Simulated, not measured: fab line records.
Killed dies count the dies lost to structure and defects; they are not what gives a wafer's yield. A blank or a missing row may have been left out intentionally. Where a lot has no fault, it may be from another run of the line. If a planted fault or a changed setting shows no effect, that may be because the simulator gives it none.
8D (eight disciplines) problem report, filled in by code	flow nand_harc	the parts of the form that need people (team, actions taken, sign-off) are left out

1. PROBLEM STATEMENT
At NHARC_A_WL_FILL_ETCHBACK_04, run_length_s averages 145.8 s over 3 wafers from 2 lots, while fault-free wafers read 141.3 s, standard deviation 0.5. That puts it +9.1 standard deviations away from the usual mean.
The step: etches the open film in NF3, target depth 60 nm, time 120 s.
Seen first at day 24 19:22 on rie_metal-03, wafer L572.1. Wafers with a number at this step in the record: 39, from 13 lots. By rule, "out" or "out of limits" means more than 4 standard deviations away from the usual mean. The rest of the wafers with a number are treated as sound.

2. WHAT IT IS, WHAT IT ISN'T
question	is	is not
which readings at this step	run_length_s	drypump_motor_current_A, oes_product_au
which lots	L571, L572	L560, L561, L562, L570, L573, L577, L579, L580, L581, L582, L583
which wafers of those lots	L571.2, L571.5, L572.1	L571.4, L572.4, L572.5
read on which tools	rie_metal-03	rie_metal-01, rie_metal-02
when	from day 24 19:22	up to then (14 sound wafers); but 22 sound wafers of L571, L573, L577, L579, L580, L581, L582, L583 came after

3. SUSPECTS, AND WHAT RULES EACH OUT
Counting: a tool at a process step up to the reading stays a suspect if it ran every lot that is out. Sound lots after the first of them don't rule it out here, since some wafers of a struck lot are sound.
- pecvd-02 at NHARC_A_SLIT_DEP_23 (deposits SiON, target thk 100 nm): kept. It ran every lot that is out, first L572 (day 24 00:32); its last sound lot up to then is L570 (day 23 12:22).
- rie_diel-07 at NHARC_A_SLIT_STRIP_18 (strips in O2): kept. It ran every lot that is out, first L572 (day 24 17:59); its last sound lot up to then is L560 (day 20 00:19). With no start given for some of its lots, NHARC_A_SLIT_STRIP_18 uses the hours and lot order of NHARC_A_SIN_REMOVE_INSPECT_04.
- rie_metal-03 at NHARC_A_WL_FILL_ETCHBACK_04 (etches the open film in NF3, target depth 60 nm, time 120 s): kept. It ran every lot that is out, first L572 (day 24 19:22); its last sound lot up to then is L570 (day 24 06:37). Its own readings are out on those wafers: run_length_s.
- Within rie_metal-03 at NHARC_A_WL_FILL_ETCHBACK_04, the wafers that are out were processed in chamber 1 and their sound lot-mates in chamber 0.
Still standing after the count: pecvd-02 at NHARC_A_SLIT_DEP_23, rie_diel-07 at NHARC_A_SLIT_STRIP_18, rie_metal-03 at NHARC_A_WL_FILL_ETCHBACK_04.

4. THE CAUSE (what the simulator had put in)
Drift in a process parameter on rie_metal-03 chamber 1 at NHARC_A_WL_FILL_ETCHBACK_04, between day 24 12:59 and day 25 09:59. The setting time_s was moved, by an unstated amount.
Counting left 3 suspects, and this tool is among them.

5. THE CHAIN OF EFFECTS, in route order
Rows list readings where the struck wafers' mean (over those with a number) sits beyond 3 standard deviations from the usual. Scope: only readings with a usual standard deviation given in the record; hours: median across lots of the time from each lot's start at the first step in this table that gives one to its start at this step; sigmas: change in usual standard deviations.
hours	step	reading	usual	on struck wafers	change	sigmas
0	NHARC_A_WL_FILL_ETCHBACK_04	run_length_s	141.3 s	145.8	+4.5	+9.1
Its process steps:
- NHARC_A_WL_FILL_ETCHBACK_04: etches the open film in NF3, target depth 60 nm, time 120 s.

6. WHAT WOULD HAVE CAUGHT IT SOONER
In this record no reading fell out of limits until day 24 19:22, 6 hours after the fault had begun at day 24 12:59.
